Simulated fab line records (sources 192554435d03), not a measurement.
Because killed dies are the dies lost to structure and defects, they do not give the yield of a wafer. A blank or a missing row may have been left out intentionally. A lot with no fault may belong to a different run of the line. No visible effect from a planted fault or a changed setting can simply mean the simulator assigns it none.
Which tool did it? || flow n5-finfet || route of 1938 steps, sampled at 1 step: 10 lots, 27 wafers

== WHAT EACH GAUGE READ, for each wafer ==
N5_MOL_CONTACT_COAG_INSPECT_97: inspects for defects (darkfield).
{"lot": "L478", "measured": "day 6 01:35", "on": "defect-inspect-02", "raw-defect-count": "17 18 25"}
{"lot": "L484", "measured": "day 7 11:55", "on": "defect-inspect-02", "raw-defect-count": "66 39"}
{"lot": "L485", "measured": "day 7 17:25", "on": "defect-inspect-01", "raw-defect-count": "29 25"}
{"lot": "L486", "measured": "day 8 00:50", "on": "defect-inspect-01", "raw-defect-count": "70 86"}
{"lot": "L487", "measured": "day 8 07:48", "on": "defect-inspect-01", "raw-defect-count": "28 44 26"}
{"lot": "L488", "measured": "day 8 10:47", "on": "defect-inspect-02", "raw-defect-count": "48 52 48"}
{"lot": "L491", "measured": "day 9 06:35", "on": "defect-inspect-02", "raw-defect-count": "39 38 28"}
{"lot": "L492", "measured": "day 9 11:23", "on": "defect-inspect-02", "raw-defect-count": "32 35 22"}
{"lot": "L496", "measured": "day 10 13:47", "on": "defect-inspect-01", "raw-defect-count": "44 28 33"}
{"lot": "L499", "measured": "day 11 04:49", "on": "defect-inspect-01", "raw-defect-count": "34 28 32"}

== WHAT TOOL EACH LOT RAN ON (gives the tool, then ch and the chambers of the sampled wafers, and finally the start) ==
There is no process step in the record ahead of these readings.

== THE ANSWER, worked out from the rows above alone ==
Rule: what is usual is taken from the lots themselves. The widest of any qualifying gaps counts: lots, ordered by their means at a reading, are off when they make up no more than a third of the lots, leave a main group of 4 or more, and stand apart from it by 3 or more times the standard deviation of that group's means. A main group whose means are all the same, to the digits that the tables above print for the reading, isn't used. A lot without any number at a reading at which 4 lots or more have one is off too. Where the step has rows for the other lots, those lots are counted as sound.
None of the lots is off at any reading shown; this tells nothing.

== WHAT THE SIMULATOR PUT IN ==
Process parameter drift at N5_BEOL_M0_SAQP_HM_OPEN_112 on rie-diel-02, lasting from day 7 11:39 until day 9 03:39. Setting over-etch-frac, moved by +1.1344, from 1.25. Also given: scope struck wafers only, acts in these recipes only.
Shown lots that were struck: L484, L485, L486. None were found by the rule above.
